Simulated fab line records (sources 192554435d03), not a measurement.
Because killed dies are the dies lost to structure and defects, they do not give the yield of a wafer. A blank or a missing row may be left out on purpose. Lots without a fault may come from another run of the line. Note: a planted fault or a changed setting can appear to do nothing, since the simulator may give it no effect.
fab line records	flow n5_finfet
[record] lots = 11	wafers = 33	last_day = 18
route steps=1938 shown BEOL_M7@1300 PAD_METAL@1896 PASSIVATION@1916
lots that met no fault: taken from a fault-free run of the same line
start_h: start of the lot's first displayed wafer, in hours after the record's first day	wait_h: hours elapsed since this lot's preceding step	" the same as in the row above	L1.1+2: a single row standing in for several wafers	- no value present, or no start provided	* or withheld: withheld	< > ~ a bound
route shown NAME@n: a module of which the file shows steps, and the number in the route of the first	usual: mean/standard deviation taken from wafers without a fault	same: alike in all rows	chamber/n: place in a boat	sites: the reading at each site	_std_site: standard deviation of those values	_edge_site: mean of outer sites minus mean of inner sites	radius_mm: how far each site lies from the wafer's centre	mask NAME#n: copy n	behind: tool/chamber where the wafer was last shaped	hold: reason for holding the lot/hours on hold/outcome of the hold	device: names the non-switching transistor (n, p or np)	end of line: tests of these same wafers at the route's end	where a step has no rows: the recipe by itself	killed: at the first sort, the dies lost to defects and structure; wafer yield is something else	map: the dies of a wafer, with x for killed, . for not killed, _ for no die there
set.NAME: the setting that was run; set.NAME@STEP: the one run at that earlier step	model.NAME: the simulator's own value behind a step, which no gauge read
the route's steps for a sample of lots (tables are steps, rows are wafers)
services: a tool's chamber out of use, with start hour (start_h, from the record's first day; less than 0 if before it), hours out, and reason
[[steps]]
[step N5_BEOL_M7_ETCH_72]
[recipe] chemistry = N2/H2	target = underlayer	target_depth_a = 65	mask_material = CAR-EUV	time_s = 5.2	ion_energy_ev = 200	pressure_mtorr = 30	source_w = 840	bias_w = 150	n2_flow_sccm = 200	h2_flow_sccm = 200	ends = cleared
[usual] bias_w = 150.0/0.48	drypump_motor_current_A = 5.7/0.48	etch_rf_on_time_s = 5.19/0.14	oes_product_au = 0.66/0.084	rf_vpp_V = 524/3.3	showerhead_plenum_p_Torr = 2.54/0.1	throttle_valve_pct = 17.90/0.26
lot.wafer	tool	chamber	start_h	wait_h	bias_w	drypump_motor_current_A	etch_rf_on_time_s	oes_product_au	rf_hours_counter_h	rf_vpp_V	showerhead_plenum_p_Torr	throttle_valve_pct
L432.3	rie_diel-01	2	217.83	0.0	150.0	5.1	5.33	0.64	150	526	2.64	17.83
L432.5	"	3	"	"	150.3	5.9	5.31	0.57	-	522	2.51	17.91
L432.6	"	0	"	"	151.3	6.2	5.28	0.59	-	519	2.40	18.13
L433.2	rie_diel-06	2	223.66	0.0	150.0	4.8	5.08	0.79	25	530	2.71	17.67
L433.4	"	3	"	"	148.6	6.2	4.98	0.61	244	521	2.49	18.00
L433.6	"	1	"	"	150.4	5.6	5.17	0.65	-	520	2.36	17.92
L435.1	rie_diel-06	2	233.55	0.0	150.2	4.8	5.17	0.77	29	528	2.71	17.66
L435.3	"	3	"	"	150.5	6.2	5.02	0.62	247	523	2.49	18.01
L435.5	"	2	"	"	150.0	4.8	5.15	0.76	-	529	2.71	17.67
L436.1	rie_diel-01	2	241.93	0.0	149.9	5.1	5.38	0.64	157	526	2.63	17.83
L436.3	"	1	"	"	150.4	6.4	5.15	0.63	178	521	2.54	18.09
L436.6	"	3	"	"	150.0	5.9	5.24	0.58	-	523	2.51	17.93
L438.3	rie_diel-01	1	247.34	0.0	149.6	6.4	5.19	0.63	181	523	2.54	18.11
L438.4	"	0	"	"	150.5	6.2	5.32	0.58	-	521	2.40	18.16
L438.5	"	3	"	"	149.9	6.0	5.32	0.58	-	523	2.51	17.89
L439.1	rie_diel-06	2	265.77	0.0	149.7	4.8	5.14	0.75	38	530	2.70	17.67
L439.2	"	1	"	"	149.7	5.6	5.15	0.64	153	518	2.36	17.93
L439.4	"	3	"	"	150.1	6.2	4.97	0.84	2	521	2.49	17.57
L441.1	rie_diel-06	3	277.86	0.0	150.4	6.1	5.03	0.81	6	521	2.49	17.59
L441.4	"	0	"	"	150.0	5.6	5.41	0.60	221	525	2.61	18.10
L441.6	"	3	"	"	150.8	6.2	4.95	0.81	-	521	2.49	17.56
L443.2	rie_diel-01	0	285.78	0.0	150.3	6.2	5.39	0.58	228	520	2.39	18.19
L443.5	"	3	"	"	149.6	5.9	5.06	0.88	-	526	2.51	17.47
L443.6	"	2	"	"	149.9	5.1	5.34	0.62	-	528	2.63	17.90
L444.4	rie_diel-01	1	287.99	0.0	150.6	6.4	5.23	0.61	198	524	2.53	18.14
L444.5	"	0	"	"	149.7	6.2	5.34	0.57	-	520	2.39	18.18
L444.6	"	3	"	"	149.5	5.9	5.07	0.85	-	522	2.51	17.47
L451.2	rie_diel-01	1	334.84	0.0	149.9	6.4	5.10	0.62	212	523	2.53	18.15
L451.3	"	0	"	"	150.8	6.2	5.38	0.56	245	520	2.38	18.20
L451.5	"	3	"	"	149.7	5.9	5.04	0.80	-	522	2.50	17.49
L452.1	rie_diel-01	2	346.28	0.0	149.6	5.1	5.34	0.62	185	525	2.62	17.91
L452.3	"	1	"	"	149.5	6.4	5.17	0.61	216	524	2.52	18.15
L452.5	"	0	"	"	150.2	6.2	5.31	0.57	-	521	2.38	18.22
[step N5_PASSIVATION_AL_DEP_21]
[recipe] material = Al	target_thk_a = 28000	temp_c = 400	time_s = 170	power_w = 30000	chamber_pressure_pa = 0.4	gas = Ar
[usual] throttle_valve_pct = 29.8/1.2
lot.wafer	tool	chamber	start_h	wait_h	throttle_valve_pct
L432.3	pvd_sputter-02	-	297.20	0.1	28.3
L432.5	"	-	"	"	31.1
L432.6	"	-	"	"	28.3
L433.2	pvd_sputter-03	-	303.34	0.1	28.2
L433.4	"	-	"	"	28.9
L433.6	"	-	"	"	28.0
L435.1	pvd_sputter-01	-	309.40	0.1	29.8
L435.3	"	-	"	"	30.4
L435.5	"	-	"	"	30.2
L436.1	pvd_sputter-03	-	322.21	0.1	30.8
L436.3	"	-	"	"	28.0
L436.6	"	-	"	"	30.7
L438.3	pvd_sputter-03	-	326.82	0.1	30.9
L438.4	"	-	"	"	31.2
L438.5	"	-	"	"	30.9
L439.1	pvd_sputter-03	-	342.23	0.1	28.9
L439.2	"	-	"	"	30.9
L439.4	"	-	"	"	30.8
L441.1	pvd_sputter-03	-	350.43	0.1	28.9
L441.4	"	-	"	"	31.0
L441.6	"	-	"	"	31.0
L443.2	pvd_sputter-01	-	371.63	0.1	30.3
L443.5	"	-	"	"	31.5
L443.6	"	-	"	"	30.0
L444.4	pvd_sputter-01	-	372.01	0.1	30.3
L444.5	"	-	"	"	29.7
L444.6	"	-	"	"	30.5
L451.2	pvd_sputter-02	-	402.08	0.1	28.6
L451.3	"	-	"	"	30.9
L451.5	"	-	"	"	29.7
L452.1	pvd_sputter-02	-	424.65	0.1	29.5
L452.3	"	-	"	"	30.9
L452.5	"	-	"	"	31.2
[step N5_PASSIVATION_PECVD_35]
[recipe] material = SiNx	target_thk_a = 7000	temp_c = 400	precursor = SiH4/NH3/N2	pressure_torr = 4.9	rf_w = 1406	time_s = 151.3
[usual] heater_power_w = 324/73	showerhead_plenum_p_Torr = 8.69/0.074	throttle_valve_pct = 29.3/1.5
lot.wafer	tool	chamber	start_h	wait_h	heater_power_w	showerhead_plenum_p_Torr	throttle_valve_pct
L432.3	pecvd-04	2	299.05	0.1	286	8.68	26.5
L432.5	"	1	"	"	361	8.74	30.6
L432.6	"	2	"	"	322	8.68	26.8
L433.2	pecvd-02	1	305.40	0.1	344	8.68	30.0
L433.4	"	2	"	"	290	8.56	29.0
L433.6	"	0	"	"	418	8.73	29.8
L435.1	pecvd-03	0	311.81	0.1	378	8.79	32.0
L435.3	"	1	"	"	282	8.77	27.3
L435.5	"	1	"	"	310	8.74	27.5
L436.1	pecvd-03	1	324.23	0.1	217	8.77	27.5
L436.3	"	2	"	"	174	8.60	28.8
L436.6	"	1	"	"	293	8.76	27.2
L438.3	pecvd-02	0	328.59	0.1	353	8.72	29.8
L438.4	"	0	"	"	381	8.72	29.7
L438.5	"	1	"	"	372	8.68	30.2
L439.1	pecvd-03	0	344.07	0.1	435	8.82	32.3
L439.2	"	1	"	"	279	8.76	27.2
L439.4	"	0	"	"	448	8.84	32.0
L441.1	pecvd-02	1	352.33	0.1	274	8.67	30.2
L441.4	"	1	"	"	315	8.68	30.6
L441.6	"	1	"	"	345	8.69	30.4
L443.2	pecvd-02	2	373.74	0.1	230	8.57	29.0
L443.5	"	1	"	"	381	8.68	30.4
L443.6	"	2	"	"	257	8.55	29.4
L444.4	pecvd-02	1	374.69	0.1	366	8.67	30.2
L444.5	"	0	"	"	412	8.71	29.6
L444.6	"	2	"	"	235	8.57	29.1
L451.2	pecvd-02	1	403.89	0.1	349	8.66	30.0
L451.3	"	2	"	"	284	8.57	29.6
L451.5	"	0	"	"	392	8.73	29.6
L452.1	pecvd-03	1	427.05	0.1	309	8.76	27.6
L452.3	"	0	"	"	405	8.83	32.2
L452.5	"	0	"	"	445	8.81	32.1
[step N5_PASSIVATION_PROBE_49]
[usual] defect_limited_yield = 91.3/1.3	killed_at_M0_to_M3 = 35/9.3	killed_at_M4_up = 14/5.2	killed_at_contacts = 12/5.9	killed_at_front_end = 38/11	killed_at_other = 4/3.7	killed_dies = 103/15	killed_open = 67/12	killed_short = 34/8	sort_bin_5_function = 5.1/0.88	sort_bin_6_memory = 3.3/0.65	sort_bin_8_speed = 0.00/0.03	sort_n_pass = 1077/15	sort_yield_pct = 91.3/1.3
[same] gross_dies = 1180	killed_at_back_side = 0	sort_bin_4_leakage[%] = 0
lot.wafer	tool	chamber	start_h	wait_h	defect_limited_yield[%]	killed_at_M0_to_M3	killed_at_M4_up	killed_at_contacts	killed_at_front_end	killed_at_other	killed_dies	killed_open	killed_short	sort_bin_5_function[%]	sort_bin_6_memory[%]	sort_bin_8_speed[%]	sort_n_pass	sort_yield_pct[%]
L451.2	prober-01	-	407.63	0.1	81.9	20	148	12	32	1	213	42	28	11.3	3.7	0	967	81.9
L451.3	prober-01	-	407.68	0.1	91.7	33	17	15	29	4	98	63	34	4.9	3.1	0	1082	91.7
L451.5	prober-01	-	407.78	0.2	91.9	30	15	8	36	6	95	60	32	4.8	2.8	0	1085	91.9
L452.1	prober-02	-	430.75	0.0	91.7	29	20	5	43	1	98	70	27	4.6	3.4	0	1082	91.7
L452.3	prober-02	-	430.85	0.1	79.5	43	148	12	38	1	242	88	30	14.6	4.0	0	938	79.5
L452.5	prober-02	-	430.95	0.2	91.0	54	19	5	28	0	106	69	37	5.1	3.5	0	1074	91.0
// killed by level:class
L451.2 BEOL_M7:unspecified=142 MOL_CONTACT_COAG:geometric_particle:open=10 FIN_SAQP:geometric_particle:short=8 FIN_SAQP:geometric_particle:open=7 BEOL_M1:geometric_particle:short=5 BEOL_M3:geometric_particle:open=4 BEOL_M2:geometric_particle:open=4 BEOL_M0_SAQP:geometric_particle:open=3
L451.3 MOL_CONTACT_COAG:geometric_particle:open=12 BEOL_M0_SAQP:geometric_particle:short=9 DUMMY_GATE:geometric_particle:open=8 BEOL_M4:geometric_particle:open=8 BEOL_M3:geometric_particle:open=7 FIN_SAQP:geometric_particle:open=6 BEOL_M0_SAQP:geometric_particle:open=5 BEOL_M2:geometric_particle:open=5
L451.5 BEOL_M4:geometric_particle:open=11 FIN_SAQP:geometric_particle:short=7 BEOL_M0_SAQP:geometric_particle:open=7 BEOL_M1:geometric_particle:open=7 FIN_SAQP:geometric_particle:open=6 STI_FIN_REVEAL:geometric_particle:open=6 STARTING-WAFER:geometric_particle:short=6 MOL_CONTACT_COAG:geometric_particle:open=5
L452.1 BEOL_M3:geometric_particle:open=12 FIN_SAQP:geometric_particle:open=11 BEOL_M4:geometric_particle:open=10 FIN_SAQP:geometric_particle:short=7 STI_FIN_REVEAL:geometric_particle:open=7 BEOL_M2:geometric_particle:open=6 BEOL_M0_SAQP:geometric_particle:open=4 BEOL_M3:geometric_particle:short=4
L452.3 BEOL_M7:unspecified=124 BEOL_M4:geometric_particle:open=16 MOL_CONTACT_COAG:geometric_particle:open=11 BEOL_M0_SAQP:geometric_particle:open=11 BEOL_M2:geometric_particle:open=11 FIN_SAQP:geometric_particle:open=7 BEOL_M3:geometric_particle:open=7 STI_FIN_REVEAL:geometric_particle:open=5
L452.5 BEOL_M0_SAQP:geometric_particle:short=13 BEOL_M2:geometric_particle:open=13 BEOL_M1:geometric_particle:open=8 STI_FIN_REVEAL:geometric_particle:open=7 BEOL_M0_SAQP:geometric_particle:open=7 GATE_CUT:geometric_particle:open=6 BEOL_M4:geometric_particle:open=6 MOL_CONTACT_COAG:geometric_particle:open=5
[[services]]
tool	chamber	start_h	hours	kind
rie_diel-01	2	244.51	16.5	repair
pecvd-02	2	252.11	3.4	repair
pvd_sputter-03	-	254.06	7.5	repair
pecvd-02	-	257.22	1.5	repair
rie_diel-01	3	261.45	-	clean
rie_diel-01	3	261.45	-	consumable_replace:focus_ring
rie_diel-01	3	261.45	23.1	scheduled_down
rie_diel-01	3	261.45	23.1	vent_cycle
rie_diel-06	0	287.07	4.0	repair
rie_diel-01	1	288.75	1.8	repair
pecvd-03	0	319.47	18.6	repair
rie_diel-01	2	333.70	4.4	repair
rie_diel-01	3	341.29	5.2	repair
pecvd-02	2	346.08	11.0	repair
rie_diel-01	0	349.68	-	clean
rie_diel-01	0	349.68	-	consumable_replace:focus_ring
rie_diel-01	0	349.68	-	consumable_replace:showerhead
rie_diel-01	0	349.68	23.9	scheduled_down
rie_diel-01	0	349.68	23.9	vent_cycle
pvd_sputter-01	-	351.60	5.5	repair
rie_diel-01	1	352.93	1.8	repair
pecvd-02	-	383.03	14.6	pm
rie_diel-06	2	387.16	5.1	repair
rie_diel-06	1	390.05	9.0	repair
[[key]]
[first_sign] step = N5_PASSIVATION_PROBE_49	reading = killed_at_M4_up	direction = up	sigmas = 26	usual = 14	struck = 148
[effect] step = N5_PASSIVATION_PROBE_49	reading = killed_dies	direction = up	sigmas = 8.1	usual = 103	struck = 228
[more_kills_born_at] N5_BEOL_M7_ETCH_72@rie_diel-01 = 266
met_at N5_BEOL_M7_ETCH_72
struck_lots L451,L452
struck_wafers L451.2,L452.3
not_acting_at N5_PASSIVATION_AL_DEP_21,N5_PASSIVATION_PECVD_35
onset_between 287.99 334.84
[fault] kind = chamber_particle_source	tool = rie_diel-01	chamber = 1	onset_h = 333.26	steps = N5_BEOL_M7_ETCH_72	rate_per_visit_cm2 = 1.1599	end_h = 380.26
